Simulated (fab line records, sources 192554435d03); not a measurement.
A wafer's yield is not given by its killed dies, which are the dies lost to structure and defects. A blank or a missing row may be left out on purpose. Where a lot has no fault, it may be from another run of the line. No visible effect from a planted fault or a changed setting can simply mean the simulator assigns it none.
3 desks looking at one fault || flow n5-finfet || each desk holds nothing but its own numbers, with what lay behind them at the end

## THE DEFECT DESK
Lot by lot, what the route's inspections counted, given as the mean of those sampled wafers with a number. Marked OUT: a lot whose mean sits more than 4 standard deviations from the usual mean, which makes it out of limits; the brackets give that distance.
Columns: A = raw-defect-count at N5_START_INSPECT_01, usual 5.7
{"lot": "L737", "first seen here": "day 1 12:02", "A": 4.7}
{"lot": "L741", "first seen here": "day 2 12:02", "A": 5.3}
{"lot": "L742", "first seen here": "day 2 18:02", "A": 6.7}
{"lot": "L744", "first seen here": "day 3 06:02", "A": 8.7}
{"lot": "L747", "first seen here": "day 4 00:02", "A": 3.3}
{"lot": "L748", "first seen here": "day 4 06:02", "A": 5.3}
{"lot": "L755", "first seen here": "day 6 00:02", "A": 7.0}
{"lot": "L756", "first seen here": "day 6 06:02", "A": 1.3}
{"lot": "L758", "first seen here": "day 6 18:02", "A": 7.7}
{"lot": "L759", "first seen here": "day 7 00:02", "A": 8.3}
This desk's finding: nothing out of limits on any of the 10 lots.

## AT THE METROLOGY DESK
What the gauges read for every lot (on any tool): the sampled wafers with a number, averaged. Marked OUT: a lot whose mean sits more than 4 standard deviations from the usual mean, which makes it out of limits; the brackets give that distance. Shown here are 7 of its 11 readings, the ones lying furthest out on some lot.
Columns: A = DIBL_N at N5_BEOL_M4_RC_MEAS_101, usual 36.5 mV/V; B = DIBL_P at N5_BEOL_M4_RC_MEAS_101, usual 36.7 mV/V; C = IOFF_N at N5_BEOL_M4_RC_MEAS_101, usual 0.17 nA/um; D = IOFF_P at N5_BEOL_M4_RC_MEAS_101, usual 0.22 nA/um; E = SS_P at N5_BEOL_M4_RC_MEAS_101, usual 73.4 mV/dec; F = VT_N at N5_BEOL_M4_RC_MEAS_101, usual 249 mV; G = VT_P at N5_BEOL_M4_RC_MEAS_101, usual -250 mV
{"lot": "L737", "first seen here": "day 1 13:49", "A": 34.2, "B": 33.1, "C": 0.12, "D": 0.18, "E": 72.9, "F": 253, "G": -251}
{"lot": "L741", "first seen here": "day 2 13:44", "A": 36.6, "B": 36.9, "C": 0.15, "D": 0.21, "E": 73.8, "F": 251, "G": -250}
{"lot": "L742", "first seen here": "day 2 20:14", "A": 38.8, "B": 38.8, "C": 0.18, "D": 0.28, "E": 73.7, "F": 248, "G": -245}
{"lot": "L744", "first seen here": "day 3 08:01", "A": 37.0, "B": 37.2, "C": 0.18, "D": 0.23, "E": 73.5, "F": 248, "G": -247}
{"lot": "L755", "first seen here": "day 6 02:03", "A": 35.5, "B": 34.9, "C": 0.15, "D": 0.18, "E": 73.3, "F": 254, "G": -254}
{"lot": "L756", "first seen here": "day 6 07:49", "A": 35.4, "B": 37.5, "C": 0.15, "D": 0.23, "E": 73.5, "F": 252, "G": -248}
{"lot": "L758", "first seen here": "day 6 19:52", "A": 35.3, "B": 34.9, "C": 0.13, "D": 0.16, "E": 72.4, "F": 251, "G": -255}
{"lot": "L759", "first seen here": "day 7 01:49", "A": 36.9, "B": 36.4, "C": 0.15, "D": 0.21, "E": 72.9, "F": 250, "G": -251}
This desk's finding: nothing out of limits on any of the 8 lots.

## DESK OF THE TOOL OWNER: krf-scanner-01
The tool's own readings at N5_WELL_APT_EXPOSE_05 (exposes mask NWELL, defocus 0 nm, target cd 200 nm): means of the sampled wafers that have a number, for each lot that ran on this tool. Marked OUT: a lot whose mean sits more than 4 standard deviations from the usual mean, which makes it out of limits; the brackets give that distance.
Columns: A = exposure-dose-mJ-cm2 at N5_WELL_APT_EXPOSE_05, usual 20.283; B = focus-offset-nm at N5_WELL_APT_EXPOSE_05, usual 0.1 nm; C = stage-vel-mm-s at N5_WELL_APT_EXPOSE_05, usual 500.00 mm/s
{"lot": "L737", "first seen here": "day 1 13:38", "A": 20.279, "B": 0.2, "C": 500.21}
{"lot": "L741", "first seen here": "day 2 13:34", "A": 20.301, "B": -0.1, "C": 499.97}
{"lot": "L755", "first seen here": "day 6 01:53", "A": 20.298, "B": 0.8, "C": 500.05}
{"lot": "L758", "first seen here": "day 6 19:41", "A": 20.274, "B": -0.1, "C": 500.05}
This desk's finding: nothing out of limits on any of the 4 lots.

## ALL TOGETHER
The defect desk saw nothing out of limits.
Metrology desk: nothing out of limits seen.
The tool owner's desk saw nothing out of limits.

## WHAT THE SIMULATOR HAD PUT IN
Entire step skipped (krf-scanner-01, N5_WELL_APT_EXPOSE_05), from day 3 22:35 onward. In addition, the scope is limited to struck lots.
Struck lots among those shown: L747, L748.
